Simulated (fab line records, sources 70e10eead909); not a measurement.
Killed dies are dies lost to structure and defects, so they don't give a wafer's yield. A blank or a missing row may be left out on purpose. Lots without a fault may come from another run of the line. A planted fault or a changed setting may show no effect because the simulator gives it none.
fab line records | flow nand_harc
record lots=15 wafers=45 last_day=25
route steps=1159 shown P_ZERO_WELL@29 P_GATE@130
lots that met no fault: from a run of the same line without faults
start_h: hours from the record's first day to the start of the lot's first wafer shown | wait_h: hours since the lot's step before | " the same as in the row above | L1.1+2: a row that stands for several wafers | - no value, or no start given | * or withheld: withheld | < > ~ a bound
route shown NAME@n: a module of which the file shows steps, and the number in the route of the first | usual: mean/standard deviation of fault-free wafers | same: alike in all rows | chamber/n: place in a boat | sites: the reading at each site | _std_site: their standard deviation | _edge_site: outer sites' mean less inner sites' | radius_mm: how far each site lies from the wafer's centre | mask NAME#n: copy n | behind: the tool/chamber that last shaped the wafer | hold: why the lot was held/for how many hours/how that ended | device: the transistor (n, p or np) that didn't switch | end of line: the same wafers' tests at the end of the route | a step without rows: its recipe alone | killed: dies lost to structure and defects at the first sort, not the wafer's yield | map: a wafer's dies, x killed, . not, _ none there
set.NAME: the setting as run; set.NAME@STEP: as run at that earlier step | model.NAME: the simulator's own value behind a step, which no gauge read
steps of the route over a sample of lots; a table a step, a row a wafer
services: from which hour (start_h, from the record's first day; less than 0 if before it) a tool's chamber was out of use, for how many hours, and why
## steps
# step NHARC_P_ZERO_WELL_CD_MEAS_24
# recipe target_cd_nm=720 landing_energy_ev=500
# usual cd_nm=720.1/2.1
# columns lot.wafer tool chamber start_h wait_h cd_nm
L341.1 cd_sem-01 0 26.35 - 723.7
L341.2 " 0 " " 723.2
L341.5 " 0 " " 721.2
L342.1 cd_sem-02 0 32.47 - 716.5
L342.5 " 0 " " 719.7
L342.6 " 0 " " 715.6
L343.2 cd_sem-03 0 38.60 - 718.4
L343.3 " 0 " " 721.4
L343.4 " 0 " " 718.3
L346.2 cd_sem-03 0 56.48 - 719.6
L346.4 " 0 " " 721.0
L346.5 " 0 " " 718.7
L347.1 cd_sem-01 0 62.50 - 718.8
L347.2 " 0 " " 720.1
L347.3 " 0 " " 722.3
L349.2 cd_sem-03 0 74.61 - 721.8
L349.4 " 0 " " 719.1
L349.6 " 0 " " 719.9
L350.1 cd_sem-03 0 80.41 - 721.8
L350.2 " 0 " " 720.0
L350.4 " 0 " " 722.4
L354.1 cd_sem-02 0 104.48 - 718.5
L354.2 " 0 " " 720.8
L354.5 " 0 " " 721.0
L355.1 cd_sem-01 0 110.56 - 720.2
L355.2 " 0 " " 721.1
L355.4 " 0 " " 721.0
L356.2 cd_sem-02 0 116.50 - 719.2
L356.3 " 0 " " 719.8
L356.6 " 0 " " 719.7
L357.1 cd_sem-03 0 122.61 - 720.8
L357.3 " 0 " " 721.7
L357.4 " 0 " " 722.6
L358.3 cd_sem-02 0 128.47 - 719.2
L358.5 " 0 " " 715.9
L358.6 " 0 " " 719.5
L360.3 cd_sem-02 0 140.63 - 721.1
L360.5 " 0 " " 721.9
L360.6 " 0 " " 720.6
L361.1 cd_sem-02 0 146.59 - 719.0
L361.2 " 0 " " 719.7
L361.4 " 0 " " 718.1
L362.1 cd_sem-03 0 152.58 - 720.4
L362.2 " 0 " " 721.6
L362.4 " 0 " " 719.8
# step NHARC_P_ZERO_WELL_CD_MEAS_37
# recipe target_cd_nm=720 landing_energy_ev=500
# usual cd_nm=720.9/1.5
# columns lot.wafer tool chamber start_h wait_h cd_nm
L341.1 cd_sem-02 0 28.00 - 722.0
L341.2 " 0 " " 717.5
L341.5 " 0 " " 720.5
L342.1 cd_sem-03 0 34.00 - 722.1
L342.5 " 0 " " 723.8
L342.6 " 0 " " 718.3
L343.2 cd_sem-03 0 40.11 - 722.8
L343.3 " 0 " " 722.4
L343.4 " 0 " " 718.1
L346.2 cd_sem-03 0 58.01 - 719.1
L346.4 " 0 " " 722.0
L346.5 " 0 " " 717.6
L347.1 cd_sem-02 0 64.14 - 722.0
L347.2 " 0 " " 723.1
L347.3 " 0 " " 722.5
L349.2 cd_sem-03 0 76.25 - 723.0
L349.4 " 0 " " 720.6
L349.6 " 0 " " 719.6
L350.1 cd_sem-03 0 82.07 - 720.6
L350.2 " 0 " " 721.4
L350.4 " 0 " " 721.3
L354.1 cd_sem-01 0 106.15 - 720.7
L354.2 " 0 " " 723.7
L354.5 " 0 " " 722.2
L355.1 cd_sem-03 0 112.19 - 720.7
L355.2 " 0 " " 723.4
L355.4 " 0 " " 721.8
L356.2 cd_sem-01 0 118.14 - 720.2
L356.3 " 0 " " 721.8
L356.6 " 0 " " 722.5
L357.1 cd_sem-02 0 124.13 - 721.7
L357.3 " 0 " " 723.0
L357.4 " 0 " " 717.5
L358.3 cd_sem-01 0 130.11 - 720.7
L358.5 " 0 " " 721.2
L358.6 " 0 " " 719.1
L360.3 cd_sem-02 0 142.28 - 722.8
L360.5 " 0 " " 721.8
L360.6 " 0 " " 721.5
L361.1 cd_sem-02 0 148.16 - 719.3
L361.2 " 0 " " 723.1
L361.4 " 0 " " 721.7
L362.1 cd_sem-02 0 154.21 - 719.5
L362.2 " 0 " " 720.3
L362.4 " 0 " " 721.0
# step NHARC_P_GATE_CVD_17
# recipe target_thk_a=1500 temp_c=620 time_s=900 material=poly-Si
# usual spike_tc_centre_C=620.8/1.5 spike_tc_lower_C=619.2/1.5 spike_tc_top_C=638.1/1.4
# columns lot.wafer tool chamber start_h wait_h spike_tc_centre_C spike_tc_lower_C spike_tc_top_C
L341.1 lpcvd_poly-01 0 93.29 2.7 623.1 618.9 635.9
L341.2 " 0 " " 620.2 619.4 635.2
L341.5 " 0 " " 620.9 621.4 636.9
L342.1 lpcvd_poly-04 0 110.24 2.5 620.1 617.3 639.7
L342.5 " 0 " " 621.3 616.9 637.7
L342.6 " 0 " " 620.9 617.4 639.4
L343.2 lpcvd_poly-04 0 110.24 2.5 621.4 618.1 637.7
L343.3 " 0 " " 622.2 618.9 638.5
L343.4 " 0 " " 621.7 616.9 638.8
L346.2 lpcvd_poly-03 0 128.21 2.9 618.2 621.3 638.9
L346.4 " 0 " " 617.5 621.7 638.3
L346.5 " 0 " " 617.9 621.3 637.7
L347.1 lpcvd_poly-03 0 133.48 2.9 620.2 619.5 639.1
L347.2 " 0 " " 619.6 621.4 639.0
L347.3 " 0 " " 617.3 620.9 636.7
L347.1 lpcvd_poly-03 0 136.20 0.5 619.7 621.5 639.1
L347.2 " 0 " " 619.7 620.7 635.2
L347.3 " 0 " " 619.2 621.8 638.3
L349.2 lpcvd_poly-04 0 138.76 2.5 620.7 617.2 638.8
L349.4 " 0 " " 621.6 617.8 639.3
L349.6 " 0 " " 620.8 617.9 637.3
L349.2 lpcvd_poly-03 0 141.52 0.5 619.1 619.6 637.1
L349.4 " 0 " " 617.8 621.2 637.3
L349.6 " 0 " " 617.4 622.9 638.0
L350.1 lpcvd_poly-01 0 163.56 2.7 621.9 621.2 637.3
L350.2 " 0 " " 622.8 619.9 636.3
L350.4 " 0 " " 620.3 618.5 637.5
L350.1 lpcvd_poly-01 0 166.34 0.5 621.0 620.0 637.1
L350.2 " 0 " " 620.7 621.1 636.0
L350.4 " 0 " " 622.9 620.2 637.0
L354.1 lpcvd_poly-04 0 173.70 2.5 619.7 618.1 640.0
L354.2 " 0 " " 621.9 617.8 639.9
L354.5 " 0 " " 623.3 619.3 638.1
L355.1 lpcvd_poly-04 0 179.70 2.5 622.6 617.7 639.3
L355.2 " 0 " " 622.5 617.3 639.1
L355.4 " 0 " " 619.8 619.1 639.6
L356.2 lpcvd_poly-04 0 179.70 2.5 621.2 617.7 639.0
L356.3 " 0 " " 621.5 620.0 637.4
L356.6 " 0 " " 621.3 618.3 639.1
L357.1 lpcvd_poly-03 0 192.38 2.9 618.9 619.8 637.0
L357.3 " 0 " " 619.6 620.7 636.3
L357.4 " 0 " " 618.0 621.6 639.1
L358.3 lpcvd_poly-04 0 200.68 2.5 621.1 618.9 638.8
L358.5 " 0 " " 621.5 618.1 639.1
L358.6 " 0 " " 622.8 618.4 638.8
L360.3 lpcvd_poly-03 0 205.54 2.9 619.9 619.2 637.4
L360.5 " 0 " " 617.0 620.3 639.5
L360.6 " 0 " " 618.9 622.0 638.4
L361.1 lpcvd_poly-03 0 219.18 2.9 619.4 620.7 638.4
L361.2 " 0 " " 619.0 621.4 636.2
L361.4 " 0 " " 619.2 619.6 637.6
L362.1 lpcvd_poly-04 0 223.40 2.5 622.6 618.9 638.4
L362.2 " 0 " " 621.5 619.1 637.3
L362.4 " 0 " " 620.9 619.6 639.7
# step NHARC_P_GATE_ETCH_114
# recipe target_depth_a=300 overetch_a=30 time_s=16.5 ion_energy_ev=100 cf4_flow_sccm=80 o2_flow_sccm=20 ar_flow_sccm=0 rf_w=300 bias_w=100 chemistry=CF4/O2
# usual drypump_motor_current_A=5.8/0.34 oes_product_au=0.997/0.0087 rf_fwd_power_W=294.2/1.4 rf_vpp_V=197.3/1.3 showerhead_plenum_p_Torr=1.31/0.051 throttle_valve_pct=13.397/0.0083
# columns lot.wafer tool chamber start_h wait_h drypump_motor_current_A oes_product_au rf_fwd_power_W rf_hours_counter_h rf_vpp_V showerhead_plenum_p_Torr throttle_valve_pct
L341.2 rie_diel-03 2 - - 5.9 0.999 293.8 19 197.5 1.40 13.388
L341.1 " 0 " " 5.9 0.991 295.2 19 199.0 1.35 13.395
L341.5 " 3 " " 5.7 1.002 294.1 - 197.5 1.29 13.403
L342.1 rie_diel-02 3 - - 6.5 1.009 293.9 45 195.8 1.25 13.389
L342.5 " 0 " " 6.3 0.993 294.5 - 196.5 1.31 13.402
L342.6 " 1 " " 5.1 0.997 294.2 - 196.6 1.25 13.384
L343.2 rie_diel-03 0 - - 5.9 0.983 295.8 23 198.4 1.35 13.390
L343.3 " 1 " " 5.6 0.989 293.8 19 199.3 1.36 13.392
L343.4 " 3 " " 5.7 1.001 296.1 25 198.1 1.29 13.408
L346.4 rie_diel-09 0 - - 5.8 0.981 293.3 9 196.5 1.28 13.381
L346.2 " 1 " " 5.5 1.002 292.9 8 195.2 1.27 13.400
L346.5 " 1 " " 5.5 1.006 293.9 - 196.7 1.27 13.397
L347.3 rie_diel-09 3 - - 6.1 1.011 296.4 8 198.3 1.36 13.397
L347.2 " 0 " " 5.8 0.993 291.8 9 194.6 1.28 13.398
L347.1 " 1 " " 5.5 1.003 292.3 9 196.3 1.27 13.397
L349.2 rie_diel-03 2 - - 5.9 0.989 293.6 30 198.9 1.40 13.397
L349.4 " 1 " " 5.6 0.990 294.2 29 197.3 1.36 13.409
L349.6 " 3 " " 5.7 1.006 295.0 - 197.0 1.29 13.395
L350.1 rie_diel-09 1 - - 5.5 1.006 293.9 16 196.8 1.27 13.401
L350.2 " 2 " " 6.0 0.991 294.7 15 196.7 1.24 13.397
L350.4 " 0 " " 5.8 0.991 293.0 16 195.2 1.28 13.396
L354.2 rie_diel-03 0 - - 5.9 0.994 295.4 50 197.4 1.34 13.394
L354.1 " 2 " " 5.9 1.001 293.4 47 199.8 1.40 13.414
L354.5 " 0 " " 5.9 0.991 294.9 - 198.4 1.34 13.395
L355.1 rie_diel-02 3 - - 6.4 0.998 293.5 10 196.4 1.24 13.397
L355.2 " 0 " " 6.3 0.987 294.1 9 198.3 1.30 13.405
L355.4 " 1 " " 5.1 1.002 293.0 8 195.5 1.24 13.407
L356.3 rie_diel-03 2 - - 5.9 0.994 294.1 48 199.4 1.39 13.391
L356.2 " 3 " " 5.7 0.984 293.8 54 197.7 1.29 13.394
L356.6 " 1 " " 5.6 0.986 294.0 - 199.1 1.35 13.397
L357.4 rie_diel-09 2 - - 6.0 0.992 292.4 20 196.0 1.24 13.396
L357.3 " 3 " " 6.1 0.990 296.7 20 198.0 1.36 13.397
L357.1 " 0 " " 5.8 0.989 292.7 21 196.6 1.27 13.399
L358.3 rie_diel-09 0 - - 5.8 0.989 294.2 22 196.2 1.27 13.394
L358.6 " 1 " " 5.5 1.002 292.7 - 196.0 1.27 13.397
L358.5 " 2 " " 6.0 0.982 294.2 - 196.2 1.24 13.408
L360.3 rie_diel-09 1 - - 5.5 1.003 292.9 23 194.9 1.27 13.388
L360.5 " 1 " " 5.5 0.999 293.5 - 196.8 1.27 13.391
L360.6 " 2 " " 6.0 1.000 293.5 - 196.3 1.24 13.399
L361.1 rie_diel-09 3 - - 6.1 0.993 296.8 24 198.5 1.36 13.397
L361.2 " 0 " " 5.8 0.986 292.6 25 195.8 1.27 13.420
L361.4 " 1 " " 5.5 1.002 294.5 26 196.9 1.27 13.413
L362.2 rie_diel-03 3 - - 5.7 0.991 294.1 3 196.9 1.28 13.369
L362.1 " 0 " " 5.9 1.000 295.6 3 198.3 1.34 13.383
L362.4 " 1 " " 5.6 1.004 293.4 3 198.2 1.35 13.400
## services
# columns tool chamber start_h hours kind
rie_diel-02 3 72.85 2.0 repair
rie_diel-09 - 77.40 9.0 pm
rie_diel-09 0 77.40 9.0 vent_cycle
rie_diel-09 1 77.40 9.0 vent_cycle
rie_diel-09 2 77.40 9.0 vent_cycle
rie_diel-09 3 77.40 9.0 vent_cycle
rie_diel-02 0 86.30 2.6 repair
rie_diel-09 0 86.40 - clean
rie_diel-09 1 86.40 - clean
rie_diel-09 2 86.40 - clean
rie_diel-09 3 86.40 - clean
rie_diel-09 - 97.80 0.8 repair
lpcvd_poly-01 - 108.00 26.0 pm
rie_diel-09 0 110.97 - clean
rie_diel-09 1 110.97 - clean
rie_diel-09 2 110.97 - clean
rie_diel-09 3 110.97 - clean
rie_diel-02 1 111.34 3.7 repair
rie_diel-03 2 122.14 2.1 repair
rie_diel-02 2 146.62 4.9 repair
rie_diel-02 - 150.76 9.0 pm
rie_diel-09 - 207.42 1.3 repair
rie_diel-03 - 215.40 9.0 pm
lpcvd_poly-01 - 218.24 2.3 repair
## key
first_sign step=NHARC_P_GATE_CVD_17 reading=visit direction=added
effect none on later readings
met_at NHARC_P_GATE_CVD_17
struck_lots L347,L349,L350
sort_left_out L347.1,L347.2,L347.3,L349.2,L349.4,L349.6,L350.1,L350.2,L350.4
tester_left_out L347,L349,L350
not_acting_at NHARC_P_ZERO_WELL_CD_MEAS_24,NHARC_P_ZERO_WELL_CD_MEAS_37,NHARC_P_GATE_ETCH_114
fault kind=repeated_step_whole tool=lpcvd_poly-01,lpcvd_poly-03,lpcvd_poly-04 chamber=- onset_h=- steps=NHARC_P_GATE_CVD_17 times=1 scope=struck_lots_only
# tester_left_out: of these lots the tester's yield and bins aren't shown, on N5 and GAA mostly nor the transistor test; their killed dies are dies lost to structure and defects alone, not to doping, threshold or leakage, so they don't give the yield
# sort_left_out: the simulated sort isn't trusted on such a fault, so these wafers' sort isn't shown, and their yield isn't known
